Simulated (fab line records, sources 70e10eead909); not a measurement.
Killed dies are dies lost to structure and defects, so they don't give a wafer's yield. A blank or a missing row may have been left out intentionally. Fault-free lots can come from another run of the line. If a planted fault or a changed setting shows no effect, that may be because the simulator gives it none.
The tool behind it: which one?    flow nand-harc    24 lots, 72 wafers sampled, at 4 steps of a route of 1159

WHAT THE GAUGES READ, wafer by wafer
NHARC_P_GATE_CD_MEAS_91 targets a cd of 2000 nm. Usual: cd-nm 1999.5 nm, standard deviation 2.8.
lot   measured      on         cd-nm (nm)            flag
L074  day 5 02:06   cd-sem-02  2004.2 2004.1 1999.8  
L076  day 5 17:17   cd-sem-03  1998.9 1998.6 1998.4  
L075  day 5 16:58   cd-sem-02  1999.6 2000.0 1997.2  
L077  day 6 05:49   cd-sem-01  1997.3 2000.5 1999.5  
L079  day 6 07:47   cd-sem-02  2002.8 1999.9 2000.2  
L078  day 6 08:19   cd-sem-01  1997.0 1998.7 1992.8  
L080  day 6 20:32   cd-sem-02  1999.8 2002.6 2002.8  
L081  day 7 04:28   cd-sem-01  2000.5 2000.6 2001.6  
L082  day 7 05:29   cd-sem-03  1999.9 1995.1 1993.8  
L083  day 7 15:50   cd-sem-03  2000.3 2004.8 1998.8  
L084  day 7 19:57   cd-sem-01  1994.0 1994.8 1999.1  
L087  day 8 12:46   cd-sem-02  2002.3 2002.5 2001.1  
L085  day 8 13:26   cd-sem-02  2002.5 1996.6 1999.0  
L086  day 8 13:06   cd-sem-02  2004.4 1998.2 1999.7  
L088  day 9 02:24   cd-sem-02  1995.0 1998.1 2000.4  
L089  day 9 00:06   cd-sem-01  1997.8 1992.8 2001.1  
L090  day 9 07:41   cd-sem-01  2001.2 1997.8 1999.9  
L091  day 9 06:45   cd-sem-02  2001.4 2000.8 2001.6  
L092  day 9 19:43   cd-sem-01  2000.9 2002.6 2001.3  
L094  day 10 11:20  cd-sem-03  2000.7 1998.3 1996.3  
L093  day 10 12:25  cd-sem-01  1999.1 1999.9 1996.4  
L095  day 10 15:40  cd-sem-03  1999.8 1996.4 1997.5  
L096  day 10 20:18  cd-sem-02  2001.1 2003.6 1999.0  
L097  day 10 20:35  cd-sem-03  1999.5 1999.0 2003.6  

WHICH TOOL RAN EACH LOT (tool, then ch and the chambers of the sampled wafers, then the start)
lot   NHARC_P_GATE_DESCUM_13             NHARC_P_GATE_ETCHBACK_37                       NHARC_P_GATE_STRIP_112
L074  rie-diel-08 ch 0,2,3, day 3 20:28  rie-diel-13 ch 1,2,3, day 5 00:55 or earlier   plasma-asher-02 ch 0,1, day 5 00:55
L076  rie-diel-13 ch 0,3, day 4 09:43    rie-diel-07 ch 2,3, day 5 16:14 or earlier     plasma-asher-02 ch 0,1, day 5 16:14
L075  rie-diel-08 ch 0,1,3, day 4 09:53  rie-diel-07 ch 0,1,3, day 5 15:50 or earlier   plasma-asher-02 ch 0,1, day 5 15:50
L077  rie-diel-08 ch 0,1,3, day 4 22:12  rie-diel-07 ch 1,2, day 6 04:35 or earlier     plasma-asher-02 ch 0,1, day 6 04:35
L079  rie-diel-08 ch 0,2,3, day 5 02:40  rie-diel-13 ch 0,2, day 6 06:36 or earlier     plasma-asher-02 ch 1, day 6 06:36
L078  rie-diel-13 ch 1,2,3, day 5 02:43  rie-diel-13 ch 1,2,3, day 6 07:08 or earlier   plasma-asher-01 ch 0,1, day 6 07:08
L080  rie-diel-13 ch 0,2,3, day 5 14:31  rie-diel-13 ch 1,2,3, day 6 19:25 or earlier   plasma-asher-02 ch 0,1, day 6 19:25
L081  rie-diel-13 ch 1,2, day 5 21:29    rie-diel-08 ch 0,1, day 7 03:17 or earlier     plasma-asher-01 ch 1, day 7 03:17
L082  rie-diel-08 ch 1,2, day 5 21:38    rie-diel-07 ch 0,1,2, day 7 04:19 or earlier   plasma-asher-01 ch 0,1, day 7 04:19
L083  rie-diel-13 ch 0,1,3, day 6 05:13  rie-diel-08 ch 1,2, day 7 14:49 or earlier     plasma-asher-01 ch 0,1, day 7 14:49
L084  rie-diel-13 ch 0,2,3, day 6 13:49  rie-diel-07 ch 2,3, day 7 18:49 or earlier     plasma-asher-01 ch 0,1, day 7 18:49
L087  rie-diel-13 ch 2,3, day 7 06:11    rie-diel-08 ch 2,3, day 8 11:35 or earlier     plasma-asher-02 ch 0,1, day 8 11:35
L085  rie-diel-08 ch 0,3, day 7 06:15    rie-diel-08 ch 1,2,3, day 8 12:17 or earlier   plasma-asher-01 ch 1, day 8 12:17
L086  rie-diel-08 ch 1,2, day 7 06:23    rie-diel-08 ch 2,3, day 8 11:55 or earlier     plasma-asher-02 ch 0,1, day 8 11:55
L088  rie-diel-13 ch 1,2,3, day 7 15:11  rie-diel-08 ch 1,2,3, day 9 01:23 or earlier   plasma-asher-02 ch 0,1, day 9 01:23
L089  rie-diel-08 ch 0,3, day 7 15:21    rie-diel-08 ch 0,1, day 8 22:55 or earlier     plasma-asher-01 ch 0,1, day 8 22:55
L090  rie-diel-07 ch 0,1,3, day 8 01:25  rie-diel-07 ch 0,1,3, day 9 06:30 or earlier   plasma-asher-01 ch 0,1, day 9 06:30
L091  rie-diel-08 ch 1,2,3, day 8 01:29  rie-diel-08 ch 0,1,3, day 9 05:37 or earlier   plasma-asher-02 ch 0,1, day 9 05:37
L092  rie-diel-08 ch 0,1,2, day 8 15:05  rie-diel-08 ch 0,2,3, day 9 18:35 or earlier   plasma-asher-01 ch 0,1, day 9 18:35
L094  rie-diel-08 ch 0,1,3, day 9 03:21  rie-diel-08 ch 1,2,3, day 10 10:08 or earlier  plasma-asher-01 ch 0,1, day 10 10:08
L093  rie-diel-08 ch 0,1,3, day 9 03:28  rie-diel-07 ch 1,2, day 10 11:22 or earlier    plasma-asher-01 ch 0,1, day 10 11:22
L095  rie-diel-07 ch 0,1,3, day 9 08:08  rie-diel-08 ch 1,2,3, day 10 14:37 or earlier  plasma-asher-02 ch 0,1, day 10 14:37
L096  rie-diel-07 ch 1,2,3, day 9 15:02  rie-diel-13 ch 1,2, day 10 19:08 or earlier    plasma-asher-02 ch 0,1, day 10 19:08
L097  rie-diel-07 ch 1,3, day 9 15:07    rie-diel-08 ch 2,3, day 10 19:30 or earlier    plasma-asher-01 ch 0,1, day 10 19:30
- NHARC_P_GATE_DESCUM_13: chemistry O2, time 3 s.
- NHARC_P_GATE_ETCHBACK_37: etches the open film in CHF3/O2, target depth 34.5 nm, time 17.2 s.
- NHARC_P_GATE_STRIP_112: strips in N2/H2, time 200 s.

AS READ BY THE TOOLS THEMSELVES (means over the sampled wafers that have a number; for cases with no such wafer, the mark the record gives instead)
NHARC_P_GATE_DESCUM_13. Usual: drypump-motor-current-A 5.6 A, standard deviation 0.31; oes-product-au 0.995 a.u., standard deviation 0.011; rf-vpp-V 57.7 V, standard deviation 0.93; showerhead-plenum-p-Torr 1.92 Torr, standard deviation 0.085; throttle-valve-pct 11.311 %, standard deviation 0.0098.
lot   tool         drypump-motor-current-A (A)  oes-product-au (a.u.)  rf-vpp-V (V)  showerhead-plenum-p-Torr (Torr)  throttle-valve-pct (%)  flag
L074  rie-diel-08  5.4                          0.993                  57.3          1.99                             11.324                  
L076  rie-diel-13  5.6                          0.989                  56.9          1.80                             11.312                  
L075  rie-diel-08  5.7                          0.996                  57.7          1.98                             11.315                  
L077  rie-diel-08  5.7                          0.995                  57.2          1.98                             11.298                  
L079  rie-diel-08  5.4                          0.991                  57.5          1.99                             11.316                  
L078  rie-diel-13  5.6                          0.990                  57.6          1.88                             11.312                  
L080  rie-diel-13  5.6                          0.992                  57.3          1.83                             11.317                  
L081  rie-diel-13  5.6                          0.988                  57.6          1.91                             11.311                  
L082  rie-diel-08  5.6                          0.994                  58.4          1.93                             11.316                  
L083  rie-diel-13  5.8                          1.001                  56.8          1.84                             11.301                  
L084  rie-diel-13  5.6                          0.992                  57.6          1.83                             11.310                  
L087  rie-diel-13  5.4                          0.988                  57.4          1.86                             11.313                  
L085  rie-diel-08  5.5                          0.997                  58.9          2.02                             11.310                  
L086  rie-diel-08  5.6                          0.988                  57.8          1.93                             11.311                  
L088  rie-diel-13  5.6                          0.995                  57.2          1.87                             11.315                  
L089  rie-diel-08  5.5                          1.007                  58.7          2.02                             11.304                  
L090  rie-diel-07  5.6                          0.995                  57.7          1.98                             11.313                  
L091  rie-diel-08  5.4                          1.002                  58.8          1.97                             11.306                  
L092  rie-diel-08  5.6                          1.000                  58.5          1.93                             11.319                  
L094  rie-diel-08  5.7                          0.987                  57.9          1.98                             11.312                  
L093  rie-diel-08  5.7                          0.986                  57.4          1.98                             11.312                  
L095  rie-diel-07  5.6                          0.997                  58.8          1.98                             11.318                  
L096  rie-diel-07  6.0                          0.997                  57.4          1.89                             11.312                  
L097  rie-diel-07  5.7                          1.010                  57.9          1.95                             11.303                  

NHARC_P_GATE_ETCHBACK_37. Usual: drypump-motor-current-A 5.6 A, standard deviation 0.34; oes-product-au 0.94 a.u., standard deviation 0.037; rf-vpp-V 371.2 V, standard deviation 2.3; showerhead-plenum-p-Torr 2.43 Torr, standard deviation 0.1; throttle-valve-pct 20.573 %, standard deviation 0.0086.
lot   tool         drypump-motor-current-A (A)  oes-product-au (a.u.)  rf-vpp-V (V)  showerhead-plenum-p-Torr (Torr)  throttle-valve-pct (%)  flag
L074  rie-diel-13  5.6                          0.92                   368.5         2.36                             20.570                  
L076  rie-diel-07  5.9                          1.02                   370.9         2.39                             20.571                  
L075  rie-diel-07  5.7                          1.00                   372.9         2.49                             20.574                  
L077  rie-diel-07  6.1                          1.02                   369.4         2.30                             20.583                  
L079  rie-diel-13  5.5                          0.92                   370.1         2.34                             20.567                  
L078  rie-diel-13  5.6                          0.92                   369.6         2.36                             20.574                  
L080  rie-diel-13  5.7                          0.92                   369.3         2.36                             20.562                  
L081  rie-diel-08  5.8                          0.91                   371.4         2.43                             20.569                  
L082  rie-diel-07  5.8                          0.94                   370.2         2.41                             20.574                  
L083  rie-diel-08  5.3                          1.00                   371.4         2.43                             20.575                  
L084  rie-diel-07  6.0                          0.92                   370.6         2.39                             20.576                  
L087  rie-diel-08  5.2                          0.94                   372.1         2.48                             20.568                  
L085  rie-diel-08  5.5                          0.93                   371.7         2.47                             20.578                  
L086  rie-diel-08  5.3                          0.93                   373.5         2.52                             20.576                  
L088  rie-diel-08  5.5                          1.00                   372.8         2.47                             20.569                  
L089  rie-diel-08  5.8                          0.92                   371.9         2.44                             20.569                  
L090  rie-diel-07  5.6                          0.93                   372.3         2.48                             20.571                  
L091  rie-diel-08  5.6                          0.92                   372.3         2.48                             20.578                  
L092  rie-diel-08  5.4                          0.93                   372.8         2.48                             20.572                  
L094  rie-diel-08  5.5                          0.95                   371.5         2.47                             20.569                  
L093  rie-diel-07  6.0                          0.92                   369.6         2.36                             20.568                  
L095  rie-diel-08  5.4                          0.93                   372.1         2.47                             20.582                  
L096  rie-diel-13  5.9                          0.92                   371.1         2.40                             20.581                  
L097  rie-diel-08  5.2                          0.94                   372.3         2.47                             20.573                  

NHARC_P_GATE_STRIP_112. Usual: drypump-motor-current-A 5.7 A, standard deviation 0.33; heater-power-w 95 W, standard deviation 9.
lot   tool             drypump-motor-current-A (A)  heater-power-w (W)  flag
L074  plasma-asher-02  5.3                          91                  
L076  plasma-asher-02  5.4                          91                  
L075  plasma-asher-02  5.4                          93                  
L077  plasma-asher-02  5.4                          93                  
L079  plasma-asher-02  5.5                          94                  
L078  plasma-asher-01  6.0                          99                  
L080  plasma-asher-02  5.4                          92                  
L081  plasma-asher-01  6.1                          85                  
L082  plasma-asher-01  6.0                          100                 
L083  plasma-asher-01  6.0                          94                  
L084  plasma-asher-01  6.0                          92                  
L087  plasma-asher-02  5.4                          91                  
L085  plasma-asher-01  6.1                          85                  
L086  plasma-asher-02  5.4                          92                  
L088  plasma-asher-02  5.3                          93                  
L089  plasma-asher-01  6.0                          100                 
L090  plasma-asher-01  6.0                          101                 
L091  plasma-asher-02  5.4                          96                  
L092  plasma-asher-01  6.0                          93                  
L094  plasma-asher-01  6.0                          102                 
L093  plasma-asher-01  6.0                          100                 
L095  plasma-asher-02  5.3                          91                  
L096  plasma-asher-02  5.3                          91                  
L097  plasma-asher-01  6.0                          98                  

THE ANSWER, worked out from the rows above alone
Rule: take the mean of a lot's wafers that have a number; if it is more than 3 standard deviations from the usual mean, the lot is off. A lot without any number at a reading at which 4 lots or more have one is off too. Where the step has rows for the other lots, those lots are counted as sound. First the gauges in route order, then the tools' own readings, where a lot's mean is used as printed above. At the first step where some lot is off, the reading lying furthest off is the one used; lots without a number count as furthest.
No lot is off at any reading shown: from this, nothing can be told.

WHAT THE SIMULATOR HAD INSERTED
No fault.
